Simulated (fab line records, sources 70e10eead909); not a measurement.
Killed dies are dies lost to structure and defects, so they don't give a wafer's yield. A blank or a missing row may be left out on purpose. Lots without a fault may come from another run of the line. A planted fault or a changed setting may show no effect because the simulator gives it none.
Chamber matching | flow nand_harc | NHARC_A_BONDPAD_DEP_00 on pecvd-04: 3 sister chambers
The step deposits SiCN, target thk 250 nm. 6 wafers are shown with their chamber, then 9 later ones without.

WAFERS WITH THEIR CHAMBER
wafer  | chamber | heater_power_w (W)
L841.1 | 1       | 510
L845.3 | 2       | 576
L845.6 | 0       | 596
L847.1 | 2       | 534
L847.2 | 0       | 581
L847.5 | 1       | 475

WAFERS WITHOUT THEIR CHAMBER
wafer  | heater_power_w (W)
L849.1 | 642
L849.5 | 620
L849.6 | 498
L848.1 | 542
L848.4 | 563
L848.6 | 502
L858.1 | 460
L858.2 | 469
L858.4 | 485

WHICH CHAMBER EACH WENT THROUGH
wafer  | from the rows above          | in truth
L849.1 | can't be placed: 0 or 2      | 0
L849.5 | can't be placed: 0 or 2      | 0
L849.6 | 1                            | 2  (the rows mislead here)
L848.1 | can't be placed: 2 or 0 or 1 | 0
L848.4 | can't be placed: 2 or 0      | 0
L848.6 | can't be placed: 1 or 2      | 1
L858.1 | 1                            | 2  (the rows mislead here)
L858.2 | 1                            | 1
L858.4 | 1                            | 1
Placed correctly: 2 of 9. Can't be placed from these rows: 5 (the true chamber is among the candidates in 5). Placed wrongly: 2.
How it was worked out, from the rows above alone: a wafer's distance from a chamber is the root of the sum, over the readings, of the square of ((its reading less the chamber's mean) divided by the reading's scatter). The wafer belongs to the nearest chamber; if the next one is less than 2 further off, it can't be placed. A chamber's mean is the mean of its shown wafers. The scatter: the root of (the sum of the squares of (reading less its chamber's mean) over the shown wafers, divided by (wafers less chambers)).
